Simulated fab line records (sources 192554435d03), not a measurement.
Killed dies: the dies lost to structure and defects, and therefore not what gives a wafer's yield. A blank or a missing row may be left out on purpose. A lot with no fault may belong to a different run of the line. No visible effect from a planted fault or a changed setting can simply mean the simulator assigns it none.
fab line records | flow n5Finfet
[record] lots = 5 | wafers = 14 | lastDay = 18
route steps=1938 shown BEOL_M10@1501
lots untouched by any fault: they come from a run of this same line in which no faults occurred
startH: start of the lot's first displayed wafer, in hours after the record's first day | waitH: how many hours have passed since the lot's step before this one | " the same as in the row above | L1.1+2: several wafers, shown together as one row | - value missing, or start not given | * or withheld: withheld | < > ~ a bound
route shown NAME@n: NAME is a module with steps in the file, n the number in the route of the first one | usual: average and standard deviation across the fault-free wafers | same: alike in all rows | chamber/n: place in a boat | sites: readings site by site | _std_site: their standard deviation | _edge_site: mean of outer sites minus mean of inner sites | radiusMm: for every site, how far away it sits from the centre of the wafer | mask NAME#n: copy n | behind: the tool/chamber that last shaped the wafer | hold: why the lot went on hold/how many hours it stayed there/how the hold came to an end | device: transistor that didn't switch, given as n, p or np | end of line: the tests these same wafers got at the end of their route | a step without rows: its recipe alone | killed: at the first sort, the dies lost to defects and structure; wafer yield is something else | map: per-die view of a wafer (x killed, . not killed, _ where there is no die)
set.NAME: the run value of the setting; set.NAME@STEP: its run value at that earlier step | model.NAME: the simulator's own value behind a step, which no gauge read
certain route steps with their lots: each step a table, each wafer a row
services: from which hour (startH, from the record's first day; less than 0 if before it) a tool's chamber was out of use, for how many hours, and why
[[steps]]
[step N5_BEOL_M10_DEVELOP_27]
[recipe] developTimeS = 30 | developer = TMAH | resist = CAR-ArF | rinseLiquid = diw | dry = airSpin | devTempC = 23
[step N5_BEOL_M10_CD_MEAS_28]
[recipe] targetCdNm = 70 | landingEnergyEv = 500 | detector = seInlens | polarity = opening
[usual] cdNm = 69.4/1.2
lot.wafer | tool     | chamber | startH | waitH | cdNm
L778.2    | cdSem-03 | 0       | 267.62 | -     | 71.3
L778.3    | "        | 0       | "      | "     | 70.7
L778.4    | "        | 0       | "      | "     | 71.9
L785.2    | cdSem-03 | 0       | 294.50 | -     | 69.7
L785.4    | "        | 0       | "      | "     | 68.1
L783.1    | cdSem-01 | 0       | 295.01 | -     | 70.7
L783.2    | "        | 0       | "      | "     | 70.3
L783.3    | "        | 0       | "      | "     | 71.0
L789.3    | cdSem-02 | 0       | 323.53 | -     | 67.0
L789.5    | "        | 0       | "      | "     | 70.0
L789.6    | "        | 0       | "      | "     | 68.7
L795.1    | cdSem-02 | 0       | 383.43 | -     | 67.6
L795.2    | "        | 0       | "      | "     | 67.6
L795.4    | "        | 0       | "      | "     | 66.3
[step N5_BEOL_M10_OVL_MEAS_29]
[recipe] pointsPerWafer = 44
[usual] V9_OVL = -0.1/0.75
lot.wafer | tool       | chamber | startH | waitH | V9_OVL[nm]
L778.2    | overlay-02 | 0       | 267.65 | 0.0   | 0.2
L778.3    | "          | 0       | "      | "     | 0.7
L778.4    | "          | 0       | "      | "     | 0.4
L785.2    | overlay-02 | 0       | 294.53 | 0.0   | 0.1
L785.4    | "          | 0       | "      | "     | -0.5
L783.1    | overlay-01 | 0       | 295.04 | 0.0   | 1.3
L783.2    | "          | 0       | "      | "     | 1.3
L783.3    | "          | 0       | "      | "     | 1.0
L789.3    | overlay-02 | 0       | 323.56 | 0.0   | -0.4
L789.5    | "          | 0       | "      | "     | -0.6
L789.6    | "          | 0       | "      | "     | -0.3
L795.1    | overlay-02 | 0       | 383.46 | 0.0   | 0.1
L795.2    | "          | 0       | "      | "     | 0.2
L795.4    | "          | 0       | "      | "     | -0.4
[step N5_BEOL_M10_INSPECT_30]
[recipe] mode = adi | inspectInstrument = brightfield
[usual] rawDefectCount = 423/93
lot.wafer | tool             | chamber | startH | waitH | rawDefectCount
L778.2    | defectInspect-02 | -       | 267.67 | 0.0   | 414
L778.3    | "                | -       | "      | "     | 439
L778.4    | "                | -       | "      | "     | 343
L785.2    | defectInspect-02 | -       | 294.56 | 0.0   | 568
L785.4    | "                | -       | "      | "     | 485
L783.1    | defectInspect-01 | -       | 295.06 | 0.0   | 326
L783.2    | "                | -       | "      | "     | 424
L783.3    | "                | -       | "      | "     | 587
L789.3    | defectInspect-01 | -       | 323.58 | 0.0   | 267
L789.5    | "                | -       | "      | "     | 338
L789.6    | "                | -       | "      | "     | 336
L795.1    | defectInspect-01 | -       | 383.49 | 0.0   | 400
L795.2    | "                | -       | "      | "     | 396
L795.4    | "                | -       | "      | "     | 396
[step N5_BEOL_M10_DESCUM_33]
[recipe] chemistry = O2 | timeS = 7.9 | sourcePowerW = 50 | biasPowerW = 20 | pressureMtorr = 20 | rfFrequencyHz = 2.712e+07 | tempC = 40 | resist = CAR-ArF | o2FlowSccm = 225
[step N5_BEOL_M10_ETCH_65]
[recipe] chemistry = CF4 | target = SiARC | targetDepthA = 390 | maskMaterial = CAR-ArF | timeS = 65 | ionEnergyEv = 80 | pressureMtorr = 40 | sourceW = 545 | biasW = 36 | Ar_flow_sccm = 100 | cf4FlowSccm = 100 | ends = cleared
[usual] cf4FlowSccm = 100.0/0.31 | drypumpMotorCurrentA = 5.5/0.45 | etchRfOnTimeS = 64.7/2.5 | oesProductAu = 0.67/0.066 | rfVppV = 184.2/1.2 | showerheadPlenumPTorr = 2.15/0.072 | throttleValvePct = 15.60/0.18
lot.wafer | tool       | chamber | startH | waitH | cf4FlowSccm | drypumpMotorCurrentA | etchRfOnTimeS | oesProductAu | rfHoursCounterH | rfVppV | showerheadPlenumPTorr | throttleValvePct
L778.2    | rieDiel-01 | 2       | 268.11 | 0.0   | 99.9        | 5.6                  | 64.4          | 0.65         | 121             | 183.8  | 2.13                  | 15.43
L778.3    | "          | 0       | "      | "     | 100.2       | 6.2                  | 63.0          | 0.63         | 158             | 184.7  | 2.05                  | 15.82
L778.4    | "          | 1       | "      | "     | 100.3       | 5.7                  | 66.2          | 0.65         | 128             | 183.5  | 2.07                  | 15.49
L785.2    | rieDiel-02 | 0       | 294.63 | 0.0   | 99.4        | 6.1                  | 64.1          | 0.65         | 162             | 183.1  | 2.04                  | 15.71
L785.4    | "          | 1       | "      | "     | 100.2       | 5.2                  | 65.4          | 0.62         | 166             | 183.6  | 2.13                  | 15.58
L783.1    | rieDiel-02 | 0       | 295.13 | 0.0   | 99.9        | 6.2                  | 63.5          | 0.65         | 162             | 182.9  | 2.04                  | 15.71
L783.2    | "          | 2       | "      | "     | 100.6       | 5.8                  | 69.8          | 0.62         | 142             | 185.3  | 2.25                  | 15.64
L783.3    | "          | 3       | "      | "     | 100.2       | 4.9                  | 63.9          | 0.69         | 89              | 183.3  | 2.15                  | 15.61
L789.3    | rieDiel-04 | 0       | 324.05 | 0.0   | 100.3       | 5.5                  | 60.8          | 0.76         | 44              | 183.8  | 2.25                  | 15.22
L789.5    | "          | 2       | "      | "     | 99.7        | 4.8                  | 62.7          | 0.72         | -               | 184.0  | 2.17                  | 15.72
L789.6    | "          | 1       | "      | "     | 100.0       | 5.8                  | 67.8          | 0.63         | -               | 183.7  | 2.15                  | 15.65
L795.1    | rieDiel-02 | 2       | 383.58 | 0.0   | 100.0       | 5.8                  | 70.1          | 0.59         | 173             | 184.9  | 2.24                  | 15.70
L795.2    | "          | 1       | "      | "     | 99.7        | 5.2                  | 66.0          | 0.59         | 197             | 183.3  | 2.12                  | 15.62
L795.4    | "          | 3       | "      | "     | 99.9        | 4.8                  | 63.8          | 0.67         | 112             | 182.5  | 2.14                  | 15.66
[step N5_BEOL_M10_ETCH_66]
[recipe] chemistry = N2/H2 | target = SOC | targetDepthA = 1200 | overetchA = 240 | maskMaterial = SiARC | tempC = 40 | timeS = 180 | ionEnergyEv = 200 | pressureMtorr = 30 | sourceW = 840 | biasW = 150 | n2FlowSccm = 200 | h2FlowSccm = 200
[usual] drypumpMotorCurrentA = 5.5/0.45 | oesProductAu = 0.63/0.052 | rfVppV = 524.2/2.6 | showerheadPlenumPTorr = 2.57/0.1 | tempC = 40.00/0.12 | throttleValvePct = 17.91/0.18
lot.wafer | tool       | chamber | startH | waitH | drypumpMotorCurrentA | oesProductAu | rfHoursCounterH | rfVppV | showerheadPlenumPTorr | tempC | throttleValvePct
L778.2    | rieDiel-01 | 2       | 268.16 | 0.0   | 5.7                  | 0.62         | 121             | 522.9  | 2.56                  | 40.12 | 17.72
L778.3    | "          | 0       | "      | "     | 6.2                  | 0.59         | 158             | 520.1  | 2.41                  | 39.79 | 17.85
L778.4    | "          | 1       | "      | "     | 5.8                  | 0.62         | 128             | 520.8  | 2.42                  | 39.97 | 17.46
L785.2    | rieDiel-02 | 0       | 294.68 | 0.0   | 6.1                  | 0.61         | 162             | 521.8  | 2.41                  | 39.69 | 17.85
L785.4    | "          | 1       | "      | "     | 5.2                  | 0.59         | 166             | 524.4  | 2.53                  | 40.11 | 17.91
L783.1    | rieDiel-02 | 0       | 295.18 | 0.0   | 6.1                  | 0.61         | 162             | 520.5  | 2.41                  | 40.15 | 17.84
L783.2    | "          | 2       | "      | "     | 5.8                  | 0.60         | 142             | 527.3  | 2.68                  | 40.11 | 18.03
L783.3    | "          | 3       | "      | "     | 4.9                  | 0.64         | 89              | 526.2  | 2.60                  | 40.17 | 18.04
L789.3    | rieDiel-04 | 0       | 324.10 | 0.0   | 5.6                  | 0.70         | 44              | 526.7  | 2.72                  | 39.96 | 17.75
L789.5    | "          | 2       | "      | "     | 4.7                  | 0.66         | -               | 525.9  | 2.60                  | 40.16 | 18.16
L789.6    | "          | 1       | "      | "     | 5.8                  | 0.61         | -               | 524.4  | 2.54                  | 40.14 | 17.78
L795.1    | rieDiel-02 | 2       | 383.63 | 0.0   | 5.8                  | 0.59         | 173             | 527.4  | 2.66                  | 39.98 | 18.08
L795.2    | "          | 1       | "      | "     | 5.2                  | 0.57         | 197             | 521.3  | 2.52                  | 39.89 | 17.95
L795.4    | "          | 3       | "      | "     | 4.9                  | 0.63         | 112             | 524.0  | 2.59                  | 40.15 | 18.11
[step N5_BEOL_M10_STRIP_69]
[recipe] chemistry = N2/H2 | tempC = 40 | n2FlowSccm = 200 | h2FlowSccm = 200 | rfFrequencyHz = 6e+07
[step N5_BEOL_M10_VIA_ETCH_34]
[recipe] chemistry = C4F6/O2 | target = SiCOH_lowk | targetDepthA = 1845 | maskMaterial = SOC | taperDeg = 4 | timeS = 69.2 | ionEnergyEv = 250 | pressureMtorr = 30 | sourceW = 345 | biasW = 185 | Ar_flow_sccm = 300 | C4F6_flow_sccm = 10 | O2_flow_sccm = 10
[step N5_BEOL_M10_STRIP_73]
[recipe] chemistry = C4F6/O2 | resist = SiARC | rfFrequencyHz = 6e+07
[step N5_BEOL_M10_STRIP_36]
[recipe] chemistry = N2/H2 | powerW = 450 | tempC = 40 | pressureMtorr = 20 | rfFrequencyHz = 6e+07 | overashFraction = 0.3 | biasPowerW = 7 | h2Frac = 0.5 | n2FlowSccm = 200 | h2FlowSccm = 200
[usual] drypumpMotorCurrentA = 5.5/0.45 | oesProductAu = 0.78/0.071 | rfVppV = 59.1/1.8 | showerheadPlenumPTorr = 2.56/0.1 | tempC = 40.00/0.11 | throttleValvePct = 23.81/0.25
lot.wafer | tool       | chamber | startH | waitH | drypumpMotorCurrentA | oesProductAu | rfHoursCounterH | rfVppV | showerheadPlenumPTorr | tempC | throttleValvePct
L778.2    | rieDiel-01 | 2       | 268.35 | 0.0   | 5.6                  | 0.78         | 121             | 59.4   | 2.55                  | 40.02 | 23.43
L778.3    | "          | 0       | "      | "     | 6.3                  | 0.74         | 158             | 56.9   | 2.41                  | 40.05 | 23.47
L778.4    | "          | 1       | "      | "     | 5.7                  | 0.77         | 128             | 61.0   | 2.42                  | 39.92 | 23.04
L785.2    | rieDiel-02 | 0       | 294.87 | 0.0   | 6.2                  | 0.75         | 162             | 59.7   | 2.41                  | 39.96 | 23.63
L785.4    | "          | 1       | "      | "     | 5.2                  | 0.72         | 166             | 57.5   | 2.53                  | 39.75 | 23.83
L783.1    | rieDiel-02 | 0       | 295.37 | 0.0   | 6.1                  | 0.76         | 162             | 57.1   | 2.41                  | 40.10 | 23.67
L783.2    | "          | 2       | "      | "     | 5.7                  | 0.73         | 142             | 58.0   | 2.67                  | 39.95 | 24.09
L783.3    | "          | 3       | "      | "     | 4.9                  | 0.80         | 89              | 62.3   | 2.60                  | 40.15 | 23.99
L789.3    | rieDiel-04 | 0       | 324.29 | 0.0   | 5.5                  | 0.87         | 44              | 55.5   | 2.71                  | 39.96 | 23.73
L789.5    | "          | 2       | "      | "     | 4.8                  | 0.83         | -               | 60.3   | 2.60                  | 39.99 | 24.17
L789.6    | "          | 1       | "      | "     | 5.8                  | 0.76         | -               | 56.2   | 2.53                  | 40.07 | 23.61
L795.1    | rieDiel-02 | 2       | 383.81 | 0.0   | 5.8                  | 0.71         | 173             | 55.3   | 2.66                  | 40.18 | 24.15
L795.2    | "          | 1       | "      | "     | 5.2                  | 0.70         | 197             | 60.3   | 2.52                  | 40.08 | 23.86
L795.4    | "          | 3       | "      | "     | 4.8                  | 0.76         | 113             | 59.2   | 2.59                  | 39.98 | 24.00
[step N5_BEOL_M10_TRENCH_ETCH_37]
[recipe] chemistry = C4F6/O2 | targetDepthA = 1488.3 | target = SiCOH_lowk | timeS = 48 | ionEnergyEv = 250 | pressureMtorr = 30 | sourceW = 345 | biasW = 185 | Ar_flow_sccm = 300 | C4F6_flow_sccm = 10 | O2_flow_sccm = 10
[usual] drypumpMotorCurrentA = 5.5/0.45 | oesProductAu = 0.78/0.073 | rfVppV = 668/22 | showerheadPlenumPTorr = 2.87/0.1 | throttleValvePct = 20.95/0.21
lot.wafer | tool       | chamber | startH | waitH | drypumpMotorCurrentA | oesProductAu | rfHoursCounterH | rfVppV | showerheadPlenumPTorr | throttleValvePct
L778.2    | rieDiel-01 | 2       | -      | -     | 5.6                  | 0.76         | 121             | 648    | 2.82                  | 20.61
L778.3    | "          | 0       | "      | "     | 6.2                  | 0.74         | 158             | 628    | 2.71                  | 20.97
L778.4    | "          | 1       | "      | "     | 5.7                  | 0.77         | 128             | 681    | 2.76                  | 20.86
L785.2    | rieDiel-02 | 0       | -      | -     | 6.1                  | 0.77         | 162             | 696    | 2.70                  | 20.91
L785.4    | "          | 1       | "      | "     | 5.2                  | 0.73         | 166             | 677    | 2.86                  | 21.07
L783.1    | rieDiel-02 | 0       | -      | -     | 6.1                  | 0.76         | 162             | 698    | 2.70                  | 20.91
L783.2    | "          | 2       | "      | "     | 5.8                  | 0.73         | 142             | 648    | 3.00                  | 21.07
L783.3    | "          | 3       | "      | "     | 4.9                  | 0.81         | 89              | 670    | 2.85                  | 20.90
L789.3    | rieDiel-04 | 0       | -      | -     | 5.5                  | 0.88         | 44              | 674    | 2.99                  | 20.57
L789.5    | "          | 2       | "      | "     | 4.8                  | 0.82         | -               | 629    | 2.90                  | 21.17
L789.6    | "          | 1       | "      | "     | 5.8                  | 0.75         | -               | 690    | 2.89                  | 21.15
L795.1    | rieDiel-02 | 2       | -      | -     | 5.8                  | 0.69         | 173             | 648    | 2.98                  | 21.11
L795.2    | "          | 1       | "      | "     | 5.2                  | 0.71         | 197             | 677    | 2.85                  | 21.11
L795.4    | "          | 3       | "      | "     | 4.9                  | 0.78         | 113             | 669    | 2.84                  | 20.92
[step N5_BEOL_M10_ETCH_41]
[recipe] chemistry = CH3F/O2 | target = SiCN | targetDepthA = 426 | taperDeg = 2 | timeS = 86 | ionEnergyEv = 120 | maskMaterial = TiN | pressureMtorr = 30 | sourceW = 395 | biasW = 75 | Ar_flow_sccm = 150 | CH3F_flow_sccm = 30 | O2_flow_sccm = 20
[usual] drypumpMotorCurrentA = 5.5/0.45 | oesProductAu = 0.78/0.073 | rfVppV = 297.6/1.6 | showerheadPlenumPTorr = 2.01/0.073 | throttleValvePct = 16.33/0.18
lot.wafer | tool       | chamber | startH | waitH | drypumpMotorCurrentA | oesProductAu | rfHoursCounterH | rfVppV | showerheadPlenumPTorr | throttleValvePct | model.etch.depthNm
L778.2    | rieDiel-01 | 2       | 268.43 | -     | 5.6                  | 0.77         | 121             | 297.9  | 1.99                  | 16.10            | 32.59
L778.3    | "          | 0       | "      | "     | 6.2                  | 0.74         | 158             | 296.3  | 1.90                  | 16.38            | 33.23
L778.4    | "          | 1       | "      | "     | 5.8                  | 0.78         | 128             | 296.8  | 1.94                  | 16.22            | 32.69
L785.2    | rieDiel-02 | 0       | 294.95 | -     | 6.1                  | 0.75         | 162             | 295.6  | 1.90                  | 16.39            | 32.75
L785.4    | "          | 1       | "      | "     | 5.2                  | 0.73         | 166             | 296.1  | 2.01                  | 16.41            | 32.31
L783.1    | rieDiel-02 | 0       | 295.45 | -     | 6.1                  | 0.76         | 162             | 294.5  | 1.90                  | 16.37            | 33.22
L783.2    | "          | 2       | "      | "     | 5.8                  | 0.72         | 142             | 298.5  | 2.10                  | 16.36            | 30.56
L783.3    | "          | 3       | "      | "     | 4.8                  | 0.71         | 89              | 297.5  | 2.01                  | 16.35            | 26.69
L789.3    | rieDiel-04 | 0       | 324.37 | -     | 5.5                  | 0.88         | 44              | 299.1  | 2.11                  | 15.99            | 33.83
L789.5    | "          | 2       | "      | "     | 4.7                  | 0.82         | -               | 297.9  | 2.04                  | 16.50            | 32.74
L789.6    | "          | 1       | "      | "     | 5.8                  | 0.74         | -               | 296.0  | 2.03                  | 16.48            | 31.98
L795.1    | rieDiel-02 | 2       | 383.89 | -     | 5.8                  | 0.69         | 173             | 297.7  | 2.09                  | 16.40            | 30.25
L795.2    | "          | 1       | "      | "     | 5.2                  | 0.71         | 197             | 294.9  | 2.00                  | 16.46            | 32.69
L795.4    | "          | 3       | "      | "     | 4.9                  | 0.78         | 113             | 298.2  | 2.01                  | 16.41            | 32.77
[step N5_BEOL_M10_STRIP_77]
[recipe] chemistry = N2/H2 | timeS = 10 | powerW = 450 | tempC = 40 | pressureMtorr = 20 | rfFrequencyHz = 6e+07 | biasPowerW = 7 | n2FlowSccm = 200 | h2FlowSccm = 200
[usual] drypumpMotorCurrentA = 5.5/0.45 | oesProductAu = 0.78/0.071 | rfVppV = 59.2/0.86 | showerheadPlenumPTorr = 2.56/0.1 | tempC = 39.99/0.13 | throttleValvePct = 23.81/0.25
lot.wafer | tool       | chamber | startH | waitH | drypumpMotorCurrentA | oesProductAu | rfHoursCounterH | rfVppV | showerheadPlenumPTorr | tempC | throttleValvePct
L778.2    | rieDiel-01 | 2       | -      | -     | 5.6                  | 0.77         | 121             | 58.5   | 2.55                  | 39.88 | 23.47
L778.3    | "          | 0       | "      | "     | 6.2                  | 0.74         | 158             | 59.3   | 2.41                  | 39.96 | 23.50
L778.4    | "          | 1       | "      | "     | 5.8                  | 0.78         | 128             | 58.5   | 2.42                  | 39.95 | 23.09
L785.2    | rieDiel-02 | 0       | -      | -     | 6.1                  | 0.76         | 162             | 59.1   | 2.41                  | 40.10 | 23.61
L785.4    | "          | 1       | "      | "     | 5.2                  | 0.71         | 166             | 57.8   | 2.53                  | 40.21 | 23.83
L783.1    | rieDiel-02 | 0       | -      | -     | 6.2                  | 0.76         | 162             | 58.8   | 2.41                  | 39.87 | 23.63
L783.2    | "          | 2       | "      | "     | 5.8                  | 0.74         | 142             | 60.4   | 2.67                  | 39.93 | 24.11
L783.3    | "          | 3       | "      | "     | 4.9                  | 0.80         | 89              | 59.1   | 2.60                  | 39.85 | 23.97
L789.3    | rieDiel-04 | 0       | -      | -     | 5.5                  | 0.88         | 44              | 60.9   | 2.71                  | 40.15 | 23.78
L789.5    | "          | 2       | "      | "     | 4.8                  | 0.83         | -               | 60.5   | 2.60                  | 40.00 | 24.15
L789.6    | "          | 1       | "      | "     | 5.8                  | 0.76         | -               | 58.8   | 2.53                  | 39.86 | 23.61
L795.1    | rieDiel-02 | 2       | -      | -     | 5.8                  | 0.72         | 173             | 61.6   | 2.66                  | 40.32 | 24.15
L795.2    | "          | 1       | "      | "     | 5.2                  | 0.69         | 197             | 59.7   | 2.52                  | 40.00 | 23.86
L795.4    | "          | 3       | "      | "     | 4.9                  | 0.78         | 113             | 58.4   | 2.59                  | 40.02 | 24.01
[[services]]
tool       | chamber | startH | hours | kind
rieDiel-02 | 2       | 251.79 | 2.0   | repair
rieDiel-02 | 0       | 254.07 | 3.1   | repair
rieDiel-04 | 1       | 304.65 | 10.7  | repair
rieDiel-04 | 3       | 315.41 | -     | clean
rieDiel-04 | 3       | 315.41 | -     | consumableReplace:focusRing
rieDiel-04 | 3       | 315.41 | 16.5  | scheduledDown
rieDiel-04 | 3       | 315.41 | 16.5  | ventCycle
rieDiel-02 | -       | 322.87 | 0.1   | repair
rieDiel-04 | -       | 344.56 | 3.4   | repair
rieDiel-02 | 3       | 357.61 | 11.6  | repair
rieDiel-04 | 0       | 361.76 | 5.4   | repair
rieDiel-04 | 2       | 370.83 | 6.1   | repair
[[key]]
firstSign none at tools or gauges
[modelEffect] step = N5_BEOL_M10_ETCH_41 | value = etch.depthNm | without = 32.87 | struck = 26.69
metAt N5_BEOL_M10_ETCH_41
struckWafers L783.3
sortLeftOut L783.3
onsetBetween 294.95 295.45
[fault] kind = processParameterDrift | tool = rieDiel-02 | chamber = - | onsetH = 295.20 | steps = N5_BEOL_M10_ETCH_41 | channel = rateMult | offset = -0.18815 | shape = step | endH = 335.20 | scope = struckWafersOnly
// sortLeftOut: the simulated sort isn't trusted on such a fault, so these wafers' sort isn't shown, and their yield isn't known
